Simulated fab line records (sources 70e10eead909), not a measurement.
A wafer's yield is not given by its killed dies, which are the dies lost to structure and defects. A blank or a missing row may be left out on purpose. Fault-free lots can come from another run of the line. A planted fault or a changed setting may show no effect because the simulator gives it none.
Matching of chambers    flow nandHarc    NHARC_P_ZERO_WELL_ETCH_63 on rieSi-02 has 4 sister chambers
The step etches the open film in HBr/Cl2, target depth 120 nm, time 40.1 s. 22 wafers are shown with their chamber, then 11 later ones without.

EACH WAFER AND ITS CHAMBER
wafer   chamber  drypumpMotorCurrentA (A)  throttleValvePct (%)  oesProductAu (a.u.)
L074.3  0        5.5                       26.400                1.018
L074.5  2        6.0                       26.411                1.002
L074.6  1        6.6                       26.403                1.002
L076.2  3        5.3                       26.416                1.005
L076.5  3        5.3                       26.405                0.999
L076.6  2        6.0                       26.409                1.006
L077.2  2        6.1                       26.399                0.994
L077.3  0        5.5                       26.402                1.004
L077.5  1        6.6                       26.407                1.003
L079.1  1        6.6                       26.399                1.004
L079.4  3        5.4                       26.418                0.992
L079.6  0        5.5                       26.414                0.989
L080.2  1        6.6                       26.403                1.009
L080.4  0        5.5                       26.408                1.003
L080.5  3        5.4                       26.411                1.001
L081.1  2        6.1                       26.400                0.987
L081.4  3        5.4                       26.400                1.001
L081.6  0        5.5                       26.398                1.002
L082.2  0        5.5                       26.392                1.007
L082.3  3        5.3                       26.410                1.006
L082.4  2        6.0                       26.396                0.986
L084.1  2        6.0                       26.389                1.003

SIGNATURES (means of the wafers above)
reading               chamber 0  chamber 1  chamber 2  chamber 3  scatter within a chamber
drypumpMotorCurrentA  5.500      6.600      6.033      5.350      0.0397
throttleValvePct      26.40233   26.40300   26.40067   26.41000   0.00705
oesProductAu          1.00383    1.00450    0.99633    1.00067    0.0073
Rule: for a wafer and a chamber, the distance is found by dividing, reading by reading, the gap between the wafer's reading and the chamber's mean by the reading's scatter, squaring, summing and taking the root. The wafer belongs to the nearest chamber; if the next one is less than 2 further off, it can't be placed. The scatter is the square root of a quotient: the sum, over the shown wafers, of each reading's squared deviation from its chamber's mean, divided by wafers minus chambers.

WAFERS MISSING THEIR CHAMBER
wafer   drypumpMotorCurrentA (A)  throttleValvePct (%)  oesProductAu (a.u.)
L084.2  5.5                       26.399                1.001
L084.4  5.3                       26.408                0.998
L087.1  6.6                       26.407                0.999
L087.3  6.0                       26.408                0.994
L087.5  5.4                       26.393                0.985
L089.2  5.4                       26.396                0.997
L089.4  6.0                       26.397                0.996
L089.5  6.0                       26.411                0.990
L094.2  5.5                       26.411                1.007
L094.4  6.6                       26.395                1.000
L094.6  6.6                       26.394                1.007

THE CHAMBER EACH PASSED THROUGH
wafer   from the rows above      in truth
L084.2  0                        0
L084.4  3                        3
L087.1  1                        1
L087.3  2                        2
L087.5  can't be placed: 3 or 0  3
L089.2  can't be placed: 3 or 0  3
L089.4  2                        2
L089.5  2                        2
L094.2  0                        0
L094.4  1                        1
L094.6  1                        1
Correct placement for 9 of the 11. Unplaceable from these rows: 2, with the true chamber sitting among the candidates in 2. Number placed wrongly: 0.
